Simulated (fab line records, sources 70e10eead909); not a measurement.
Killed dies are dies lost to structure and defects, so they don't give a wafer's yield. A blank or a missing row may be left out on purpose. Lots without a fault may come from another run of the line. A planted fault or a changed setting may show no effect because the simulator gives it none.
fab line records | flow nand_harc
record lots=12 wafers=34 last_day=24
route steps=1159 shown P_GATE@202 P_CONTACT@240
lots that met no fault: from a run of the same line without faults
start_h: hours from the record's first day to the start of the lot's first wafer shown | wait_h: hours since the lot's step before | " the same as in the row above | L1.1+2: a row that stands for several wafers | - no value, or no start given | * or withheld: withheld | < > ~ a bound
route shown NAME@n: a module of which the file shows steps, and the number in the route of the first | usual: mean/standard deviation of fault-free wafers | same: alike in all rows | chamber/n: place in a boat | sites: the reading at each site | _std_site: their standard deviation | _edge_site: outer sites' mean less inner sites' | radius_mm: how far each site lies from the wafer's centre | mask NAME#n: copy n | behind: the tool/chamber that last shaped the wafer | hold: why the lot was held/for how many hours/how that ended | device: the transistor (n, p or np) that didn't switch | end of line: the same wafers' tests at the end of the route | a step without rows: its recipe alone | killed: dies lost to structure and defects at the first sort, not the wafer's yield | map: a wafer's dies, x killed, . not, _ none there
set.NAME: the setting as run; set.NAME@STEP: as run at that earlier step | model.NAME: the simulator's own value behind a step, which no gauge read
steps of the route over a sample of lots; a table a step, a row a wafer
services: from which hour (start_h, from the record's first day; less than 0 if before it) a tool's chamber was out of use, for how many hours, and why
## steps
# step NHARC_P_GATE_DESCUM_93
# recipe time_s=3 o2_flow_sccm=200 ar_flow_sccm=0 bias_power_w=0 chemistry=O2
# usual drypump_motor_current_A=6.0/0.4 oes_product_au=0.993/0.011 rf_vpp_V=57.7/0.89 showerhead_plenum_p_Torr=1.90/0.098 throttle_valve_pct=11.311/0.0093
# columns lot.wafer tool chamber start_h wait_h drypump_motor_current_A oes_product_au rf_hours_counter_h rf_vpp_V showerhead_plenum_p_Torr throttle_valve_pct
L370.2 rie_diel-11 0 104.27 - 5.7 0.994 29 57.7 1.84 11.310
L370.1 " 3 " " 6.6 0.972 26 56.2 1.82 11.315
L370.5 " 0 " " 5.8 0.991 - 56.9 1.84 11.317
L371.2 rie_diel-03 3 107.08 - 6.7 0.978 13 58.0 1.87 11.331
L371.3 " 2 " " 5.5 0.985 10 57.1 2.03 11.315
L371.5 " 0 " " 5.9 1.001 - 57.2 1.91 11.314
L372.2 rie_diel-03 0 119.27 - 5.9 0.996 14 58.0 1.91 11.311
L372.4 " 1 " " 6.0 1.007 14 57.2 1.80 11.316
L372.5 " 3 " " 6.7 0.986 - 58.0 1.87 11.310
L373.3 rie_diel-03 1 119.58 - 6.0 1.001 14 57.5 1.80 11.316
L373.4 " 3 " " 6.7 0.978 14 57.7 1.87 11.303
L373.6 " 1 " " 6.0 0.993 - 57.8 1.80 11.308
L374.3 rie_diel-12 0 126.41 - 6.1 1.006 34 56.9 2.01 11.318
L374.2 " 1 " " 5.9 1.012 35 57.4 1.78 11.322
L374.5 " 1 " " 5.9 1.014 - 56.6 1.78 11.328
L376.2 rie_diel-11 0 140.71 - 5.7 0.996 40 58.4 1.83 11.310
L376.4 " 1 " " 5.7 1.020 31 60.0 2.07 11.313
L376.6 " 0 " " 5.8 0.986 - 56.4 1.83 11.317
L379.3 rie_diel-03 0 155.93 - 5.9 0.995 23 57.4 1.91 11.324
L379.5 " 0 " " 5.9 0.992 - 57.8 1.91 11.294
L380.1 rie_diel-12 1 157.42 - 5.9 1.016 47 58.3 1.78 11.322
L380.2 " 3 " " 5.5 0.987 46 56.7 1.99 11.309
L380.6 " 1 " " 5.9 1.014 - 57.6 1.78 11.300
L383.4 rie_diel-11 3 183.52 - 6.6 0.979 57 57.9 1.81 11.319
L383.5 " 2 " " 6.1 0.998 - 55.6 1.77 11.310
L387.4 rie_diel-11 3 208.75 - 6.6 0.990 5 58.2 1.80 11.314
L387.1 " 1 " " 5.7 1.003 5 58.4 2.06 11.307
L387.6 " 2 " " 6.1 0.993 - 57.6 2.07 11.320
L388.3 rie_diel-12 2 213.24 - 5.3 0.991 0 57.0 1.82 11.310
L388.4 " 3 " " 5.5 1.018 0 58.2 1.99 11.316
L388.1 " 1 " " 5.9 1.005 0 58.7 2.08 11.311
L393.4 rie_diel-11 1 237.20 - 5.7 1.000 16 58.4 2.05 11.320
L393.2 " 3 " " 6.6 0.999 18 57.5 1.80 11.308
L393.6 " 0 " " 5.8 0.994 - 57.0 1.82 11.317
# step NHARC_P_GATE_STRIP_95
# recipe power_w=1500 temp_c=250 chemistry=O2
# usual drypump_motor_current_A=6.1/0.33 heater_power_w=308/38
# columns lot.wafer tool chamber start_h wait_h drypump_motor_current_A heater_power_w rf_hours_counter_h
L370.1 plasma_asher-02 0 105.53 0.6 5.7 266 33
L370.2 " 1 " " 6.1 309 33
L370.5 " 1 " " 6.0 302 -
L371.2 plasma_asher-02 0 108.19 0.5 5.7 255 34
L371.3 " 1 " " 6.1 312 -
L371.5 " 0 " " 5.7 263 -
L372.2 plasma_asher-02 0 120.34 0.5 5.7 276 38
L372.4 " 0 " " 5.7 273 -
L372.5 " 1 " " 6.1 312 -
L373.4 plasma_asher-02 1 121.12 0.4 6.1 306 -
L373.3 " 0 " " 5.7 264 -
L373.6 " 1 " " 6.1 306 -
L374.2 plasma_asher-02 1 127.51 0.5 6.1 302 41
L374.3 " 0 " " 5.7 266 -
L374.5 " 1 " " 6.1 309 -
L376.2 plasma_asher-02 1 141.79 0.5 6.1 303 48
L376.4 " 1 " " 6.1 314 -
L376.6 " 0 " " 5.7 272 -
L379.3 plasma_asher-02 1 157.06 0.3 6.1 311 -
L379.5 " 0 " " 5.7 272 -
L380.1 plasma_asher-02 1 158.49 0.6 6.1 304 53
L380.2 " 0 " " 5.7 261 53
L380.6 " 0 " " 5.7 268 -
L383.4 plasma_asher-01 1 185.17 0.3 6.5 328 -
L383.5 " 1 " " 6.5 324 -
L387.1 plasma_asher-02 1 209.84 0.5 6.1 280 6
L387.4 " 0 " " 5.7 274 -
L387.6 " 0 " " 5.7 273 -
L388.1 plasma_asher-01 1 214.34 0.5 6.5 336 39
L388.4 " 0 " " 6.4 366 -
L388.3 " 1 " " 6.5 338 -
L393.2 plasma_asher-02 1 238.29 0.6 6.1 281 17
L393.4 " 0 " " 5.7 276 -
L393.6 " 1 " " 6.1 296 -
# step NHARC_P_CONTACT_ETCH_31
# recipe target_depth_a=300 time_s=85.7 ion_energy_ev=120 over_etch_frac=1 ch3f_flow_sccm=50 o2_flow_sccm=30 ar_flow_sccm=200 rf_w=500 bias_w=100 chemistry=CH3F/O2
# usual drypump_motor_current_A=5.8/0.62 oes_product_au=0.978/0.013 rf_vpp_V=244.5/1.5 showerhead_plenum_p_Torr=2.47/0.097 throttle_valve_pct=20.663/0.0082
# columns lot.wafer tool chamber start_h wait_h drypump_motor_current_A oes_product_au rf_hours_counter_h rf_vpp_V showerhead_plenum_p_Torr throttle_valve_pct
L370.1 rie_diel-08 2 - - 6.3 0.961 14 243.7 2.39 20.678
L370.2 " 2 " " 6.3 0.951 - 241.7 2.39 20.661
L370.5 " 2 " " 6.4 0.955 - 244.7 2.39 20.654
L371.3 rie_diel-02 0 - - 5.0 0.995 13 242.1 2.33 20.662
L371.2 " 1 " " 5.2 0.999 14 245.0 2.56 20.649
L371.5 " 2 " " 6.2 0.980 - 245.3 2.60 20.665
L372.2 rie_diel-05 0 - - 4.8 0.995 44 244.6 2.45 20.677
L372.4 " 1 " " 5.7 0.988 46 244.3 2.45 20.671
L372.5 " 3 " " 6.5 0.997 - 241.4 2.31 20.659
L373.3 rie_diel-02 1 - - 5.2 0.977 15 245.8 2.56 20.669
L373.4 " 2 " " 6.2 0.956 13 245.2 2.60 20.673
L373.6 " 0 " " 5.0 0.975 - 242.9 2.33 20.648
L374.3 rie_diel-02 1 - - 5.2 0.994 16 246.2 2.56 20.668
L374.2 " 2 " " 6.2 0.991 14 246.9 2.60 20.661
L374.5 " 1 " " 5.2 0.982 - 244.8 2.56 20.661
L376.4 rie_diel-08 1 - - 5.1 0.983 1 244.3 2.44 20.662
L376.2 " 2 " " 6.3 0.961 2 242.7 2.39 20.659
L376.6 " 0 " " 5.9 0.995 - 246.5 2.54 20.661
L379.3 rie_diel-02 0 - - 4.9 0.996 0 242.7 2.33 20.655
L379.5 " 0 " " 5.0 0.994 - 240.9 2.33 20.657
L380.1 rie_diel-05 2 - - 6.1 0.979 61 243.9 2.36 20.660
L380.2 " 3 " " 6.5 0.992 61 241.6 2.31 20.670
L380.6 " 2 " " 6.1 0.982 - 244.4 2.36 20.656
L383.4 rie_diel-02 2 - - 6.2 0.969 3 245.8 2.60 20.654
L383.5 " 3 " " 6.6 0.971 - 246.3 2.52 20.679
L387.1 rie_diel-08 1 - - 5.1 0.993 8 244.1 2.44 20.660
L387.4 " 2 " " 6.3 0.976 8 245.2 2.39 20.660
L387.6 " 0 " " 5.9 0.974 - 245.3 2.54 20.677
L388.1 rie_diel-08 2 - - 6.3 0.966 9 242.3 2.39 20.663
L388.3 " 3 " " 6.3 0.990 8 245.4 2.57 20.667
L388.4 " 0 " " 5.9 0.965 8 246.5 2.54 20.665
L393.2 rie_diel-08 1 - - 5.2 0.987 11 244.2 2.44 20.668
L393.4 " 0 " " 5.9 0.962 - 246.6 2.54 20.678
L393.6 " 1 " " 5.1 0.964 - 243.1 2.43 20.657
# step NHARC_P_CONTACT_CVD_23
# recipe target_thk_a=2000 temp_c=300 pressure_torr=40 wf6_flow_sccm=40 h2_flow_sccm=1600 ar_flow_sccm=1560 time_s=557 material=W
# usual chamber_pressure_Torr=40.00/0.088 heater_power_w=519/55 mfc_h2_sccm=1599/4.8 throttle_valve_pct=7.91/0.28
# columns lot.wafer tool chamber start_h wait_h chamber_pressure_Torr heater_power_w mfc_h2_sccm throttle_valve_pct
L370.1 cvd_w-02 0 115.78 - 39.95 605 1599 8.22
L370.2 " 1 " " 40.04 507 1606 7.63
L370.5 " 1 " " 40.00 534 1604 7.83
L371.2 cvd_w-01 0 128.19 - 40.24 506 1599 8.05
L371.3 " 1 " " 39.98 444 1602 7.96
L371.5 " 1 " " 39.81 453 1590 7.76
L372.2 cvd_w-01 1 129.39 - 40.03 445 1602 7.77
L372.4 " 1 " " 40.02 441 1607 7.68
L372.5 " 0 " " 39.81 522 1598 8.13
L373.3 cvd_w-01 0 130.11 - 40.02 515 1594 7.85
L373.4 " 1 " " 39.85 439 1596 7.73
L373.6 " 1 " " 39.93 433 1597 7.76
L374.2 cvd_w-02 1 137.53 - 39.93 520 1603 7.71
L374.3 " 0 " " 39.98 619 1601 8.41
L374.5 " 0 " " 39.85 609 1604 8.02
L376.2 cvd_w-01 1 149.70 - 40.04 458 1591 7.76
L376.4 " 1 " " 40.11 438 1587 8.01
L376.6 " 1 " " 40.01 438 1587 7.84
L379.3 cvd_w-01 0 163.94 - 39.91 503 1597 7.76
L379.5 " 1 " " 40.11 436 1601 7.95
L380.2 cvd_w-01 1 164.30 - 40.02 451 1599 7.91
L380.1 " 0 " " 40.04 508 1605 7.76
L380.6 " 0 " " 40.08 505 1602 8.14
L383.4 cvd_w-01 0 191.41 - 40.01 498 1608 8.01
L383.5 " 0 " " 39.92 507 1606 8.18
L387.1 cvd_w-02 1 215.66 - 39.94 552 1593 7.68
L387.4 " 0 " " 39.87 576 1599 8.18
L387.6 " 1 " " 40.09 528 1596 7.31
L388.1 cvd_w-02 0 219.93 - 40.05 563 1596 8.08
L388.3 " 0 " " 40.08 549 1602 7.79
L388.4 " 1 " " 39.98 529 1603 7.38
L393.2 cvd_w-02 0 244.62 - 40.07 564 1596 8.11
L393.4 " 1 " " 39.95 547 1598 7.38
L393.6 " 1 " " 40.05 536 1601 7.21
# step NHARC_P_CONTACT_CMP_24
# recipe t_overpolish_s=30 target_thk_nm=200
# usual motor_current_A=11.3/0.87 overpolish_run_s=30.001/0.0096 time_to_endpoint_s=39.5/2.8
# columns lot.wafer tool chamber start_h wait_h motor_current_A overpolish_run_s time_to_endpoint_s
L370.2 cmp-03 0 116.45 0.5 10.4 30.003 38.8
L370.1 " 1 " " 11.7 30.021 45.0
L370.5 " 3 " " 9.5 30.010 38.7
L371.2 cmp-03 1 128.81 0.5 11.1 29.998 42.8
L371.3 " 2 " " 11.7 29.998 38.7
L371.5 " 1 " " 12.6 30.010 44.8
L372.4 cmp-03 1 130.04 0.4 11.4 30.001 41.1
L372.2 " 3 " " 9.6 29.982 39.7
L372.5 " 1 " " 11.4 30.000 37.7
L373.4 cmp-03 2 130.60 0.3 11.6 29.996 39.2
L373.3 " 0 " " 10.4 29.998 41.0
L373.6 " 1 " " 12.2 30.023 44.2
L374.2 cmp-04 1 138.13 0.5 11.5 29.996 38.8
L374.3 " 3 " " 11.3 30.006 37.8
L374.5 " 0 " " 10.5 30.000 39.9
L376.4 cmp-03 2 150.40 0.4 11.4 29.998 37.8
L376.2 " 3 " " 9.4 29.995 36.3
L376.6 " 0 " " 10.5 30.003 39.8
L379.3 cmp-02 3 164.40 0.4 13.3 30.000 41.9
L379.5 " 0 " " 10.7 30.004 52.6
L380.2 cmp-04 3 164.96 0.6 10.5 29.998 51.2
L380.1 " 1 " " 11.9 30.006 36.9
L380.6 " 3 " " 10.7 30.014 34.8
L383.4 cmp-04 3 191.89 0.4 11.3 29.993 33.2
L383.5 " 0 " " 10.3 30.003 54.5
L387.1 cmp-02 1 216.32 0.6 11.7 29.984 43.4
L387.4 " 0 " " 11.5 30.008 37.3
L387.6 " 2 " " 11.6 30.021 40.7
L388.1 cmp-04 3 220.61 0.6 10.6 30.005 35.6
L388.3 " 1 " " 11.9 30.003 42.3
L388.4 " 2 " " 10.7 29.983 43.6
L393.2 cmp-02 1 245.18 0.5 11.3 30.012 43.6
L393.4 " 0 " " 10.8 29.988 36.9
L393.6 " 1 " " 11.6 30.001 42.4
## services
# columns tool chamber start_h hours kind
cvd_w-02 0 95.90 4.0 repair
cvd_w-01 1 103.70 3.4 repair
rie_diel-11 1 104.11 4.5 repair
rie_diel-08 1 108.66 7.9 repair
rie_diel-08 3 109.85 9.1 repair
cvd_w-01 - 115.10 13.0 pm
rie_diel-08 - 124.80 9.0 pm
rie_diel-08 1 134.74 5.1 repair
rie_diel-08 - 140.42 0.7 repair
rie_diel-11 - 155.07 0.5 repair
cmp-03 - 156.13 4.0 pm
rie_diel-08 2 160.91 5.5 repair
cvd_w-01 1 172.25 9.5 repair
cvd_w-01 0 181.00 2.8 repair
plasma_asher-02 - 183.02 9.0 pm
cvd_w-02 - 189.37 2.4 repair
rie_diel-11 - 189.52 9.0 pm
rie_diel-08 3 194.34 1.6 repair
cvd_w-02 - 197.37 13.0 pm
cmp-03 - 210.06 10.7 repair
cvd_w-02 1 226.45 14.9 repair
cvd_w-01 0 230.39 2.4 repair
rie_diel-08 0 231.52 3.8 repair
rie_diel-08 3 241.07 3.1 repair
## key
first_sign step=NHARC_P_CONTACT_CMP_24 reading=time_to_endpoint_s direction=up sigmas=4.8 usual=* struck=*
effect none on later readings
met_at NHARC_P_CONTACT_CVD_23
struck_lots L379,L380,L383
struck_wafers L379.5,L380.2,L383.5
tester_left_out L379,L380,L383
not_acting_at NHARC_P_GATE_DESCUM_93,NHARC_P_GATE_STRIP_95,NHARC_P_CONTACT_ETCH_31
fault kind=process_parameter_drift tool=cvd_w-01 chamber=- onset_h=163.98 steps=NHARC_P_CONTACT_CVD_23 channel=target_thk_a offset=* shape=step end_h=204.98 scope=struck_wafers_only acts_in=* stated=*
# tester_left_out: of these lots the tester's yield and bins aren't shown, on N5 and GAA mostly nor the transistor test; their killed dies are dies lost to structure and defects alone, not to doping, threshold or leakage, so they don't give the yield
